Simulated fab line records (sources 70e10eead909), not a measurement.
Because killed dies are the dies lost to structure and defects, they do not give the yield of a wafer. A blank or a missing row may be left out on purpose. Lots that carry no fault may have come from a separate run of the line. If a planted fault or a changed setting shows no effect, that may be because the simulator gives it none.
The tool behind it: which one? :: flow nandHarc :: 72 wafers from 24 lots sampled at 6 of the route's 1159 steps

## WHAT THE GAUGES SHOWED, per wafer
No reading from a measuring or inspecting step in the record can be judged against a usual standard deviation.

## WHAT TOOL EACH LOT RAN ON (gives the tool, then ch and the chambers of the sampled wafers, and finally the start)
lot: L075
NHARC_A_WL_FILL_ALD_10: aldHk-01 ch 1,2,3, day 15 06:25
NHARC_A_WL_FILL_CVD_20: cvdW-02 ch 0,1, day 15 22:45 or earlier
NHARC_A_CONTACT_DEP_28: aclDep-03 ch 0, day 15 22:45
NHARC_A_CONTACT_ETCH_51: rieDiel-11 ch 0,2,3, day 16 02:56 or earlier
NHARC_A_CONTACT_ETCH_112: harCapEtch-01 ch 0,1, day 16 02:56
NHARC_A_CONTACT_ETCH_114: harCapEtch-01 ch 0,1, day 16 03:07

lot: L074
NHARC_A_WL_FILL_ALD_10: aldHk-04 ch 1,3, day 15 10:40
NHARC_A_WL_FILL_CVD_20: cvdW-01 ch 0, day 16 04:15 or earlier
NHARC_A_CONTACT_DEP_28: aclDep-03 ch 0, day 16 04:15
NHARC_A_CONTACT_ETCH_51: rieDiel-08 ch 0,2, day 16 09:06 or earlier
NHARC_A_CONTACT_ETCH_112: harCapEtch-02 ch 0,1, day 16 09:06
NHARC_A_CONTACT_ETCH_114: harCapEtch-02 ch 0,1, day 16 09:17

lot: L076
NHARC_A_WL_FILL_ALD_10: aldHk-04 ch 1,2, day 15 15:55
NHARC_A_WL_FILL_CVD_20: cvdW-01 ch 0,1, day 16 10:48 or earlier
NHARC_A_CONTACT_DEP_28: aclDep-02 ch 0, day 16 10:48
NHARC_A_CONTACT_ETCH_51: rieDiel-08 ch 1,2,3, day 16 15:48 or earlier
NHARC_A_CONTACT_ETCH_112: harCapEtch-03 ch 0,1, day 16 15:48
NHARC_A_CONTACT_ETCH_114: harCapEtch-03 ch 0,1, day 16 15:59

lot: L077
NHARC_A_WL_FILL_ALD_10: aldHk-02 ch 1,2,3, day 15 16:57
NHARC_A_WL_FILL_CVD_20: cvdW-02 ch 0,1, day 16 09:41 or earlier
NHARC_A_CONTACT_DEP_28: aclDep-01 ch 0, day 16 09:41
NHARC_A_CONTACT_ETCH_51: rieDiel-08 ch 1,3, day 16 14:21 or earlier
NHARC_A_CONTACT_ETCH_112: harCapEtch-02 ch 0,1, day 16 14:21
NHARC_A_CONTACT_ETCH_114: harCapEtch-02 ch 0,1, day 16 14:35

lot: L078
NHARC_A_WL_FILL_ALD_10: aldHk-02 ch 0,1,3, day 16 12:56
NHARC_A_WL_FILL_CVD_20: cvdW-01 ch 0,1, day 17 08:49 or earlier
NHARC_A_CONTACT_DEP_28: aclDep-01 ch 0, day 17 08:49
NHARC_A_CONTACT_ETCH_51: rieDiel-08 ch 0,2,3, day 17 12:46 or earlier
NHARC_A_CONTACT_ETCH_112: harCapEtch-03 ch 0,1, day 17 12:46
NHARC_A_CONTACT_ETCH_114: harCapEtch-03 ch 0,1, day 17 12:57

lot: L080
NHARC_A_WL_FILL_ALD_10: aldHk-02 ch 0,1,3, day 16 16:28
NHARC_A_WL_FILL_CVD_20: cvdW-01 ch 0,1, day 17 14:14 or earlier
NHARC_A_CONTACT_DEP_28: aclDep-02 ch 0, day 17 14:14
NHARC_A_CONTACT_ETCH_51: rieDiel-08 ch 0,1,3, day 17 18:19 or earlier
NHARC_A_CONTACT_ETCH_112: harCapEtch-02 ch 0,1, day 17 18:19
NHARC_A_CONTACT_ETCH_114: harCapEtch-02 ch 0,1, day 17 18:30

lot: L079
NHARC_A_WL_FILL_ALD_10: aldHk-01 ch 0,3, day 16 18:39
NHARC_A_WL_FILL_CVD_20: cvdW-01 ch 0,1, day 17 18:56 or earlier
NHARC_A_CONTACT_DEP_28: aclDep-03 ch 0, day 17 18:56
NHARC_A_CONTACT_ETCH_51: rieDiel-08 ch 0,1,3, day 17 23:38 or earlier
NHARC_A_CONTACT_ETCH_112: harCapEtch-03 ch 0,1, day 17 23:38
NHARC_A_CONTACT_ETCH_114: harCapEtch-03 ch 0,1, day 17 23:49

lot: L082
NHARC_A_WL_FILL_ALD_10: aldHk-01 ch 0,1,2, day 17 06:50
NHARC_A_WL_FILL_CVD_20: cvdW-01 ch 0,1, day 18 01:20 or earlier
NHARC_A_CONTACT_DEP_28: aclDep-01 ch 0, day 18 01:20
NHARC_A_CONTACT_ETCH_51: rieDiel-08 ch 0,1,3, day 18 05:34 or earlier
NHARC_A_CONTACT_ETCH_112: harCapEtch-03 ch 0,1, day 18 05:34
NHARC_A_CONTACT_ETCH_114: harCapEtch-03 ch 0,1, day 18 05:45

lot: L081
NHARC_A_WL_FILL_ALD_10: aldHk-02 ch 0,2,3, day 17 07:26
NHARC_A_WL_FILL_CVD_20: cvdW-02 ch 0,1, day 18 03:11 or earlier
NHARC_A_CONTACT_DEP_28: aclDep-02 ch 0, day 18 03:11
NHARC_A_CONTACT_ETCH_51: rieDiel-11 ch 0,1,3, day 18 07:36 or earlier
NHARC_A_CONTACT_ETCH_112: harCapEtch-02 ch 0,1, day 18 07:36
NHARC_A_CONTACT_ETCH_114: harCapEtch-02 ch 0,1, day 18 07:47

lot: L083
NHARC_A_WL_FILL_ALD_10: aldHk-02 ch 0,1,3, day 17 17:48
NHARC_A_WL_FILL_CVD_20: cvdW-01 ch 0,1, day 18 14:26 or earlier
NHARC_A_CONTACT_DEP_28: aclDep-03 ch 0, day 18 14:26
NHARC_A_CONTACT_ETCH_51: rieDiel-08 ch 0,2, day 18 19:19 or earlier
NHARC_A_CONTACT_ETCH_112: harCapEtch-01 ch 0,1, day 18 19:19
NHARC_A_CONTACT_ETCH_114: harCapEtch-01 ch 0,1, day 18 19:30

lot: L084
NHARC_A_WL_FILL_ALD_10: aldHk-01 ch 1,2,3, day 17 17:48
NHARC_A_WL_FILL_CVD_20: cvdW-02 ch 0,1, day 18 13:31 or earlier
NHARC_A_CONTACT_DEP_28: aclDep-01 ch 0, day 18 13:31
NHARC_A_CONTACT_ETCH_51: rieDiel-11 ch 0,1,2, day 18 18:19 or earlier
NHARC_A_CONTACT_ETCH_112: harCapEtch-03 ch 0,1, day 18 18:19
NHARC_A_CONTACT_ETCH_114: harCapEtch-03 ch 0,1, day 18 18:29

lot: L087
NHARC_A_WL_FILL_ALD_10: aldHk-02 ch 0,2, day 18 07:30
NHARC_A_WL_FILL_CVD_20: cvdW-02 ch 0,1, day 19 02:28 or earlier
NHARC_A_CONTACT_DEP_28: aclDep-01 ch 0, day 19 02:28
NHARC_A_CONTACT_ETCH_51: rieDiel-08 ch 0,2, day 19 07:47 or earlier
NHARC_A_CONTACT_ETCH_112: harCapEtch-03 ch 0, day 19 07:47
NHARC_A_CONTACT_ETCH_114: harCapEtch-03 ch 0, day 19 07:58

lot: L085
NHARC_A_WL_FILL_ALD_10: aldHk-04 ch 0,2,3, day 18 07:52
NHARC_A_WL_FILL_CVD_20: cvdW-01 ch 0,1, day 19 03:08 or earlier
NHARC_A_CONTACT_DEP_28: aclDep-02 ch 0, day 19 03:08
NHARC_A_CONTACT_ETCH_51: rieDiel-11 ch 0,1,2, day 19 07:49 or earlier
NHARC_A_CONTACT_ETCH_112: harCapEtch-01 ch 0,1, day 19 07:49
NHARC_A_CONTACT_ETCH_114: harCapEtch-01 ch 0,1, day 19 07:59

lot: L086
NHARC_A_WL_FILL_ALD_10: aldHk-02 ch 0,1,3, day 18 11:34
NHARC_A_WL_FILL_CVD_20: cvdW-02 ch 0,1, day 19 06:50 or earlier
NHARC_A_CONTACT_DEP_28: aclDep-01 ch 0, day 19 06:50
NHARC_A_CONTACT_ETCH_51: rieDiel-11 ch 0,1, day 19 11:41 or earlier
NHARC_A_CONTACT_ETCH_112: harCapEtch-03 ch 0, day 19 11:41
NHARC_A_CONTACT_ETCH_114: harCapEtch-03 ch 0, day 19 11:52

lot: L088
NHARC_A_WL_FILL_ALD_10: aldHk-04 ch 0,2,3, day 18 15:49
NHARC_A_WL_FILL_CVD_20: cvdW-01 ch 0,1, day 19 10:56 or earlier
NHARC_A_CONTACT_DEP_28: aclDep-01 ch 0, day 19 10:56
NHARC_A_CONTACT_ETCH_51: rieDiel-08 ch 1,2, day 19 16:00 or earlier
NHARC_A_CONTACT_ETCH_112: harCapEtch-01 ch 0,1, day 19 16:00
NHARC_A_CONTACT_ETCH_114: harCapEtch-01 ch 0,1, day 19 16:11

lot: L091
NHARC_A_WL_FILL_ALD_10: aldHk-04 ch 2,3, day 19 02:33
NHARC_A_WL_FILL_CVD_20: cvdW-01 ch 0, day 19 20:31 or earlier
NHARC_A_CONTACT_DEP_28: aclDep-03 ch 0, day 19 20:31
NHARC_A_CONTACT_ETCH_51: rieDiel-11 ch 2,3, day 20 00:59 or earlier
NHARC_A_CONTACT_ETCH_112: harCapEtch-01 ch 0,1, day 20 00:59
NHARC_A_CONTACT_ETCH_114: harCapEtch-01 ch 0,1, day 20 01:10

lot: L090
NHARC_A_WL_FILL_ALD_10: aldHk-02 ch 0,1,3, day 19 03:27
NHARC_A_WL_FILL_CVD_20: cvdW-02 ch 0,1, day 19 20:34 or earlier
NHARC_A_CONTACT_DEP_28: aclDep-02 ch 0, day 19 20:34
NHARC_A_CONTACT_ETCH_51: rieDiel-08 ch 0,1,3, day 20 01:07 or earlier
NHARC_A_CONTACT_ETCH_112: harCapEtch-03 ch 0,1, day 20 01:07
NHARC_A_CONTACT_ETCH_114: harCapEtch-03 ch 0,1, day 20 01:17

lot: L089
NHARC_A_WL_FILL_ALD_10: aldHk-04 ch 0,2, day 19 10:35
NHARC_A_WL_FILL_CVD_20: cvdW-02 ch 0,1, day 20 03:58 or earlier
NHARC_A_CONTACT_DEP_28: aclDep-03 ch 0, day 20 03:58
NHARC_A_CONTACT_ETCH_51: rieDiel-08 ch 0,2, day 20 08:12 or earlier
NHARC_A_CONTACT_ETCH_112: harCapEtch-03 ch 0, day 20 08:12
NHARC_A_CONTACT_ETCH_114: harCapEtch-03 ch 0, day 20 08:23

lot: L092
NHARC_A_WL_FILL_ALD_10: aldHk-02 ch 0,1,2, day 19 15:42
NHARC_A_WL_FILL_CVD_20: cvdW-01 ch 0,1, day 20 10:07 or earlier
NHARC_A_CONTACT_DEP_28: aclDep-03 ch 0, day 20 10:07
NHARC_A_CONTACT_ETCH_51: rieDiel-08 ch 2,3, day 20 14:04 or earlier
NHARC_A_CONTACT_ETCH_112: harCapEtch-03 ch 0,1, day 20 14:04
NHARC_A_CONTACT_ETCH_114: harCapEtch-03 ch 0,1, day 20 14:15

lot: L094
NHARC_A_WL_FILL_ALD_10: aldHk-04 ch 0,1, day 20 03:59
NHARC_A_WL_FILL_CVD_20: cvdW-02 ch 0,1, day 20 21:16 or earlier
NHARC_A_CONTACT_DEP_28: aclDep-02 ch 0, day 20 21:16
NHARC_A_CONTACT_ETCH_51: rieDiel-01 ch 0,2, day 21 02:40 or earlier
NHARC_A_CONTACT_ETCH_112: harCapEtch-03 ch 0,1, day 21 02:40
NHARC_A_CONTACT_ETCH_114: harCapEtch-03 ch 0,1, day 21 02:51

lot: L093
NHARC_A_WL_FILL_ALD_10: aldHk-01 ch 0,2,3, day 20 04:47
NHARC_A_WL_FILL_CVD_20: cvdW-01 ch 0,1, day 20 21:26 or earlier
NHARC_A_CONTACT_DEP_28: aclDep-03 ch 0, day 20 21:26
NHARC_A_CONTACT_ETCH_51: rieDiel-01 ch 1,2,3, day 21 02:11 or earlier
NHARC_A_CONTACT_ETCH_112: harCapEtch-02 ch 0,1, day 21 02:11
NHARC_A_CONTACT_ETCH_114: harCapEtch-02 ch 0,1, day 21 02:22

lot: L096
NHARC_A_WL_FILL_ALD_10: aldHk-01 ch 0,1,3, day 20 13:19
NHARC_A_WL_FILL_CVD_20: cvdW-02 ch 0,1, day 21 09:37 or earlier
NHARC_A_CONTACT_DEP_28: aclDep-02 ch 0, day 21 09:37
NHARC_A_CONTACT_ETCH_51: rieDiel-08 ch 1,2,3, day 21 13:34 or earlier
NHARC_A_CONTACT_ETCH_112: harCapEtch-01 ch 0,1, day 21 13:34
NHARC_A_CONTACT_ETCH_114: harCapEtch-01 ch 0,1, day 21 13:44

lot: L097
NHARC_A_WL_FILL_ALD_10: aldHk-02 ch 0,1,2, day 20 13:55
NHARC_A_WL_FILL_CVD_20: cvdW-01 ch 0, day 21 09:29 or earlier
NHARC_A_CONTACT_DEP_28: aclDep-03 ch 0, day 21 09:29
NHARC_A_CONTACT_ETCH_51: rieDiel-11 ch 0,1,3, day 21 13:41 or earlier
NHARC_A_CONTACT_ETCH_112: harCapEtch-03 ch 0,1, day 21 13:41
NHARC_A_CONTACT_ETCH_114: harCapEtch-03 ch 0,1, day 21 13:52

lot: L095
NHARC_A_WL_FILL_ALD_10: aldHk-04 ch 0,2,3, day 20 14:20
NHARC_A_WL_FILL_CVD_20: cvdW-02 ch 0,1, day 21 12:54 or earlier
NHARC_A_CONTACT_DEP_28: aclDep-03 ch 0, day 21 12:54
NHARC_A_CONTACT_ETCH_51: rieDiel-11 ch 1,2,3, day 21 17:18 or earlier
NHARC_A_CONTACT_ETCH_112: harCapEtch-02 ch 0,1, day 21 17:18
NHARC_A_CONTACT_ETCH_114: harCapEtch-02 ch 0,1, day 21 17:29
- NHARC_A_WL_FILL_ALD_10: deposits SiO2, target thk 50 nm, pulse time 10 s, ald cycles 500.
- NHARC_A_WL_FILL_CVD_20: deposits W, target thk 75 nm, time 5064 s.
- NHARC_A_CONTACT_DEP_28: deposits aC, target thk 3600 nm.
- NHARC_A_CONTACT_ETCH_51: etches the open film in O2/COS, target depth 3600 nm, time 936 s.
- NHARC_A_CONTACT_ETCH_112: etches the open film in C4F8/O2/Ar, time 94 s, target depth 922 nm.
- NHARC_A_CONTACT_ETCH_114: etches the open film in C4F8/O2/Ar, time 94 s, target depth 922 nm.

## AS READ BY THE TOOLS THEMSELVES (means over the sampled wafers that have a number; for cases with no such wafer, the mark the record gives instead)
NHARC_A_WL_FILL_ALD_10. Usual: heaterPowerW 459 W, standard deviation 42; precursorPulseHeightRel 1.001, standard deviation 0.02.
lot: L075
tool: aldHk-01
heaterPowerW (W): 498
precursorPulseHeightRel: 1.006
flag: 

lot: L074
tool: aldHk-04
heaterPowerW (W): 448
precursorPulseHeightRel: 1.001
flag: 

lot: L076
tool: aldHk-04
heaterPowerW (W): 442
precursorPulseHeightRel: 1.013
flag: 

lot: L077
tool: aldHk-02
heaterPowerW (W): 442
precursorPulseHeightRel: 0.981
flag: 

lot: L078
tool: aldHk-02
heaterPowerW (W): 428
precursorPulseHeightRel: 1.023
flag: 

lot: L080
tool: aldHk-02
heaterPowerW (W): 430
precursorPulseHeightRel: 0.997
flag: 

lot: L079
tool: aldHk-01
heaterPowerW (W): 512
precursorPulseHeightRel: 0.999
flag: 

lot: L082
tool: aldHk-01
heaterPowerW (W): 500
precursorPulseHeightRel: 1.012
flag: 

lot: L081
tool: aldHk-02
heaterPowerW (W): 474
precursorPulseHeightRel: 0.987
flag: 

lot: L083
tool: aldHk-02
heaterPowerW (W): 425
precursorPulseHeightRel: 1.008
flag: 

lot: L084
tool: aldHk-01
heaterPowerW (W): 494
precursorPulseHeightRel: 0.990
flag: 

lot: L087
tool: aldHk-02
heaterPowerW (W): 470
precursorPulseHeightRel: 1.007
flag: 

lot: L085
tool: aldHk-04
heaterPowerW (W): 445
precursorPulseHeightRel: 0.991
flag: 

lot: L086
tool: aldHk-02
heaterPowerW (W): 429
precursorPulseHeightRel: 1.004
flag: 

lot: L088
tool: aldHk-04
heaterPowerW (W): 452
precursorPulseHeightRel: 1.013
flag: 

lot: L091
tool: aldHk-04
heaterPowerW (W): 438
precursorPulseHeightRel: 1.017
flag: 

lot: L090
tool: aldHk-02
heaterPowerW (W): 420
precursorPulseHeightRel: 1.020
flag: 

lot: L089
tool: aldHk-04
heaterPowerW (W): 455
precursorPulseHeightRel: 1.009
flag: 

lot: L092
tool: aldHk-02
heaterPowerW (W): 446
precursorPulseHeightRel: 1.014
flag: 

lot: L094
tool: aldHk-04
heaterPowerW (W): 442
precursorPulseHeightRel: 0.996
flag: 

lot: L093
tool: aldHk-01
heaterPowerW (W): 492
precursorPulseHeightRel: 0.989
flag: 

lot: L096
tool: aldHk-01
heaterPowerW (W): 495
precursorPulseHeightRel: 1.010
flag: 

lot: L097
tool: aldHk-02
heaterPowerW (W): 427
precursorPulseHeightRel: 1.004
flag: 

lot: L095
tool: aldHk-04
heaterPowerW (W): 451
precursorPulseHeightRel: 0.978
flag: 

NHARC_A_WL_FILL_CVD_20. Usual: heaterPowerW 495 W, standard deviation 27; throttleValvePct 8.1 %, standard deviation 0.46.
lot: L075
tool: cvdW-02
heaterPowerW (W): 549
throttleValvePct (%): 7.6
flag: 

lot: L074
tool: cvdW-01
heaterPowerW (W): 485
throttleValvePct (%): 8.3
flag: 

lot: L076
tool: cvdW-01
heaterPowerW (W): 481
throttleValvePct (%): 8.3
flag: 

lot: L077
tool: cvdW-02
heaterPowerW (W): 547
throttleValvePct (%): 7.6
flag: 

lot: L078
tool: cvdW-01
heaterPowerW (W): 468
throttleValvePct (%): 8.4
flag: 

lot: L080
tool: cvdW-01
heaterPowerW (W): 466
throttleValvePct (%): 8.5
flag: 

lot: L079
tool: cvdW-01
heaterPowerW (W): 473
throttleValvePct (%): 8.4
flag: 

lot: L082
tool: cvdW-01
heaterPowerW (W): 477
throttleValvePct (%): 8.4
flag: 

lot: L081
tool: cvdW-02
heaterPowerW (W): 509
throttleValvePct (%): 7.7
flag: 

lot: L083
tool: cvdW-01
heaterPowerW (W): 470
throttleValvePct (%): 8.5
flag: 

lot: L084
tool: cvdW-02
heaterPowerW (W): 517
throttleValvePct (%): 7.5
flag: 

lot: L087
tool: cvdW-02
heaterPowerW (W): 518
throttleValvePct (%): 7.7
flag: 

lot: L085
tool: cvdW-01
heaterPowerW (W): 483
throttleValvePct (%): 8.3
flag: 

lot: L086
tool: cvdW-02
heaterPowerW (W): 507
throttleValvePct (%): 7.6
flag: 

lot: L088
tool: cvdW-01
heaterPowerW (W): 480
throttleValvePct (%): 8.4
flag: 

lot: L091
tool: cvdW-01
heaterPowerW (W): 489
throttleValvePct (%): 8.1
flag: 

lot: L090
tool: cvdW-02
heaterPowerW (W): 506
throttleValvePct (%): 7.7
flag: 

lot: L089
tool: cvdW-02
heaterPowerW (W): 523
throttleValvePct (%): 7.6
flag: 

lot: L092
tool: cvdW-01
heaterPowerW (W): 483
throttleValvePct (%): 8.6
flag: 

lot: L094
tool: cvdW-02
heaterPowerW (W): 506
throttleValvePct (%): 7.7
flag: 

lot: L093
tool: cvdW-01
heaterPowerW (W): 476
throttleValvePct (%): 8.6
flag: 

lot: L096
tool: cvdW-02
heaterPowerW (W): 516
throttleValvePct (%): 7.6
flag: 

lot: L097
tool: cvdW-01
heaterPowerW (W): 489
throttleValvePct (%): 8.4
flag: 

lot: L095
tool: cvdW-02
heaterPowerW (W): 516
throttleValvePct (%): 7.7
flag: 

NHARC_A_CONTACT_DEP_28. Usual: 35.000 % for throttleValvePct, sd 0.0092.
lot: L075
tool: aclDep-03
throttleValvePct (%): 34.996
flag: 

lot: L074
tool: aclDep-03
throttleValvePct (%): 35.003
flag: 

lot: L076
tool: aclDep-02
throttleValvePct (%): 34.999
flag: 

lot: L077
tool: aclDep-01
throttleValvePct (%): 34.998
flag: 

lot: L078
tool: aclDep-01
throttleValvePct (%): 34.998
flag: 

lot: L080
tool: aclDep-02
throttleValvePct (%): 34.996
flag: 

lot: L079
tool: aclDep-03
throttleValvePct (%): 35.003
flag: 

lot: L082
tool: aclDep-01
throttleValvePct (%): 35.003
flag: 

lot: L081
tool: aclDep-02
throttleValvePct (%): 34.991
flag: 

lot: L083
tool: aclDep-03
throttleValvePct (%): 34.994
flag: 

lot: L084
tool: aclDep-01
throttleValvePct (%): 35.004
flag: 

lot: L087
tool: aclDep-01
throttleValvePct (%): 35.005
flag: 

lot: L085
tool: aclDep-02
throttleValvePct (%): 35.004
flag: 

lot: L086
tool: aclDep-01
throttleValvePct (%): 34.997
flag: 

lot: L088
tool: aclDep-01
throttleValvePct (%): 35.005
flag: 

lot: L091
tool: aclDep-03
throttleValvePct (%): 35.005
flag: 

lot: L090
tool: aclDep-02
throttleValvePct (%): 34.998
flag: 

lot: L089
tool: aclDep-03
throttleValvePct (%): 35.005
flag: 

lot: L092
tool: aclDep-03
throttleValvePct (%): 35.002
flag: 

lot: L094
tool: aclDep-02
throttleValvePct (%): 34.999
flag: 

lot: L093
tool: aclDep-03
throttleValvePct (%): 34.992
flag: 

lot: L096
tool: aclDep-02
throttleValvePct (%): 35.000
flag: 

lot: L097
tool: aclDep-03
throttleValvePct (%): 34.999
flag: 

lot: L095
tool: aclDep-03
throttleValvePct (%): 34.999
flag: 

NHARC_A_CONTACT_ETCH_51. Usual: drypumpMotorCurrentA 5.68 A, standard deviation 0.23; oesProductAu 0.997 a.u., standard deviation 0.011; rfVppV 313.7 V, standard deviation 1.8; showerheadPlenumPTorr 3.09 Torr, standard deviation 0.12; throttleValvePct 28.329 %, standard deviation 0.0089.
lot: L075
tool: rieDiel-11
drypumpMotorCurrentA (A): 5.63
oesProductAu (a.u.): 0.997
rfVppV (V): 314.4
showerheadPlenumPTorr (Torr): 3.16
throttleValvePct (%): 28.323
flag: 

lot: L074
tool: rieDiel-08
drypumpMotorCurrentA (A): 5.52
oesProductAu (a.u.): 1.007
rfVppV (V): 312.9
showerheadPlenumPTorr (Torr): 3.02
throttleValvePct (%): 28.321
flag: 

lot: L076
tool: rieDiel-08
drypumpMotorCurrentA (A): 5.77
oesProductAu (a.u.): 0.991
rfVppV (V): 313.8
showerheadPlenumPTorr (Torr): 3.07
throttleValvePct (%): 28.322
flag: 

lot: L077
tool: rieDiel-08
drypumpMotorCurrentA (A): 5.95
oesProductAu (a.u.): 0.984
rfVppV (V): 314.6
showerheadPlenumPTorr (Torr): 3.17
throttleValvePct (%): 28.329
flag: 

lot: L078
tool: rieDiel-08
drypumpMotorCurrentA (A): 5.63
oesProductAu (a.u.): 0.987
rfVppV (V): 313.1
showerheadPlenumPTorr (Torr): 3.01
throttleValvePct (%): 28.329
flag: 

lot: L080
tool: rieDiel-08
drypumpMotorCurrentA (A): 5.82
oesProductAu (a.u.): 0.984
rfVppV (V): 314.3
showerheadPlenumPTorr (Torr): 3.11
throttleValvePct (%): 28.334
flag: 

lot: L079
tool: rieDiel-08
drypumpMotorCurrentA (A): 5.82
oesProductAu (a.u.): 0.993
rfVppV (V): 314.2
showerheadPlenumPTorr (Torr): 3.11
throttleValvePct (%): 28.328
flag: 

lot: L082
tool: rieDiel-08
drypumpMotorCurrentA (A): 5.84
oesProductAu (a.u.): 0.995
rfVppV (V): 313.8
showerheadPlenumPTorr (Torr): 3.11
throttleValvePct (%): 28.327
flag: 

lot: L081
tool: rieDiel-11
drypumpMotorCurrentA (A): 5.68
oesProductAu (a.u.): 0.992
rfVppV (V): 314.7
showerheadPlenumPTorr (Torr): 3.17
throttleValvePct (%): 28.330
flag: 

lot: L083
tool: rieDiel-08
drypumpMotorCurrentA (A): 5.52
oesProductAu (a.u.): 1.006
rfVppV (V): 312.6
showerheadPlenumPTorr (Torr): 3.01
throttleValvePct (%): 28.333
flag: 

lot: L084
tool: rieDiel-11
drypumpMotorCurrentA (A): 5.61
oesProductAu (a.u.): 0.995
rfVppV (V): 313.4
showerheadPlenumPTorr (Torr): 3.10
throttleValvePct (%): 28.325
flag: 

lot: L087
tool: rieDiel-08
drypumpMotorCurrentA (A): 5.51
oesProductAu (a.u.): 1.008
rfVppV (V): 311.9
showerheadPlenumPTorr (Torr): 3.01
throttleValvePct (%): 28.320
flag: 

lot: L085
tool: rieDiel-11
drypumpMotorCurrentA (A): 5.62
oesProductAu (a.u.): 0.992
rfVppV (V): 313.7
showerheadPlenumPTorr (Torr): 3.09
throttleValvePct (%): 28.329
flag: 

lot: L086
tool: rieDiel-11
drypumpMotorCurrentA (A): 5.57
oesProductAu (a.u.): 1.001
rfVppV (V): 314.8
showerheadPlenumPTorr (Torr): 3.18
throttleValvePct (%): 28.337
flag: 

lot: L088
tool: rieDiel-08
drypumpMotorCurrentA (A): 5.55
oesProductAu (a.u.): 0.994
rfVppV (V): 312.4
showerheadPlenumPTorr (Torr): 3.02
throttleValvePct (%): 28.319
flag: 

lot: L091
tool: rieDiel-11
drypumpMotorCurrentA (A): 5.74
oesProductAu (a.u.): 0.991
rfVppV (V): 313.9
showerheadPlenumPTorr (Torr): 3.14
throttleValvePct (%): 28.331
flag: 

lot: L090
tool: rieDiel-08
drypumpMotorCurrentA (A): 5.83
oesProductAu (a.u.): 0.998
rfVppV (V): 313.1
showerheadPlenumPTorr (Torr): 3.11
throttleValvePct (%): 28.341
flag: 

lot: L089
tool: rieDiel-08
drypumpMotorCurrentA (A): 5.52
oesProductAu (a.u.): 1.000
rfVppV (V): 312.1
showerheadPlenumPTorr (Torr): 3.01
throttleValvePct (%): 28.331
flag: 

lot: L092
tool: rieDiel-08
drypumpMotorCurrentA (A): 5.56
oesProductAu (a.u.): 0.994
rfVppV (V): 311.6
showerheadPlenumPTorr (Torr): 2.96
throttleValvePct (%): 28.338
flag: 

lot: L094
tool: rieDiel-01
drypumpMotorCurrentA (A): 5.67
oesProductAu (a.u.): 0.999
rfVppV (V): 315.4
showerheadPlenumPTorr (Torr): 3.22
throttleValvePct (%): 28.332
flag: 

lot: L093
tool: rieDiel-01
drypumpMotorCurrentA (A): 5.91
oesProductAu (a.u.): 1.011
rfVppV (V): 314.2
showerheadPlenumPTorr (Torr): 3.10
throttleValvePct (%): 28.329
flag: 

lot: L096
tool: rieDiel-08
drypumpMotorCurrentA (A): 5.76
oesProductAu (a.u.): 0.998
rfVppV (V): 313.1
showerheadPlenumPTorr (Torr): 3.06
throttleValvePct (%): 28.324
flag: 

lot: L097
tool: rieDiel-11
drypumpMotorCurrentA (A): 5.70
oesProductAu (a.u.): 0.990
rfVppV (V): 314.7
showerheadPlenumPTorr (Torr): 3.15
throttleValvePct (%): 28.331
flag: 

lot: L095
tool: rieDiel-11
drypumpMotorCurrentA (A): 5.73
oesProductAu (a.u.): 1.003
rfVppV (V): 312.8
showerheadPlenumPTorr (Torr): 3.07
throttleValvePct (%): 28.328
flag: 

## THE ANSWER, worked out from the rows above alone
Rule: a lot counts as off when the mean over its wafers that have a number is more than 3 standard deviations away from the usual mean. Also off: a lot with no number at a reading for which 4 or more lots have one. All remaining lots with rows at the step are treated as sound. Order of review: gauges by route order, followed by the tools' own readings, for which a lot's mean as printed above is used. The first step at which some lot is off is used, and at that step the reading that is off furthest; a lot without a number counts as furthest.
No lot is off on any of the readings shown, so nothing can be concluded from this.

## WHAT THE SIMULATOR HAD PUT IN
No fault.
